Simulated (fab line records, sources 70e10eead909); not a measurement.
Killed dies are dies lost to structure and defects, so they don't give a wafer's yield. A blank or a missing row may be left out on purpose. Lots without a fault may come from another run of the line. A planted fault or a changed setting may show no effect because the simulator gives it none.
Chamber matching | flow nand_harc | NHARC_P_CONTACT_DEP_30 on pecvd-04: 3 sister chambers
The step deposits SiNx, target thk 30 nm. 14 wafers are shown with their chamber, then 7 later ones without.

WAFERS WITH THEIR CHAMBER
wafer  | chamber | heater_power_w (W)
L076.1 | 0       | 687
L076.2 | 2       | 625
L076.3 | 1       | 759
L076.4 | 2       | 642
L076.5 | 0       | 681
L076.6 | 1       | 771
L079.2 | 0       | 751
L079.3 | 2       | 712
L079.4 | 1       | 857
L084.3 | 2       | 700
L084.4 | 1       | 893
L084.6 | 2       | 711
L083.1 | 2       | 709
L083.3 | 0       | 750

SIGNATURES (means of the wafers above)
reading        | chamber 0 | chamber 1 | chamber 2 | scatter within a chamber
heater_power_w | 717.25    | 820.00    | 683.17    | 47.6
Rule: a wafer's distance from a chamber is the root of the sum, over the readings, of the square of ((its reading less the chamber's mean) divided by the reading's scatter). The wafer belongs to the nearest chamber; if the next one is less than 2 further off, it can't be placed. The scatter: the root of (the sum of the squares of (reading less its chamber's mean) over the shown wafers, divided by (wafers less chambers)).

WAFERS WITHOUT THEIR CHAMBER
wafer  | heater_power_w (W)
L083.6 | 696
L085.1 | 611
L085.2 | 813
L085.4 | 624
L096.2 | 797
L096.5 | 808
L096.6 | 720

WHICH CHAMBER EACH WENT THROUGH
wafer  | from the rows above          | in truth
L083.6 | can't be placed: 2 or 0      | 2
L085.1 | can't be placed: 2 or 0      | 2
L085.2 | can't be placed: 1 or 0      | 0
L085.4 | can't be placed: 2 or 0      | 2
L096.2 | can't be placed: 1 or 0 or 2 | 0
L096.5 | can't be placed: 1 or 0      | 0
L096.6 | can't be placed: 0 or 2      | 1
Placed correctly: 0 of 7. Can't be placed from these rows: 7 (the true chamber is among the candidates in 6). Placed wrongly: 0.
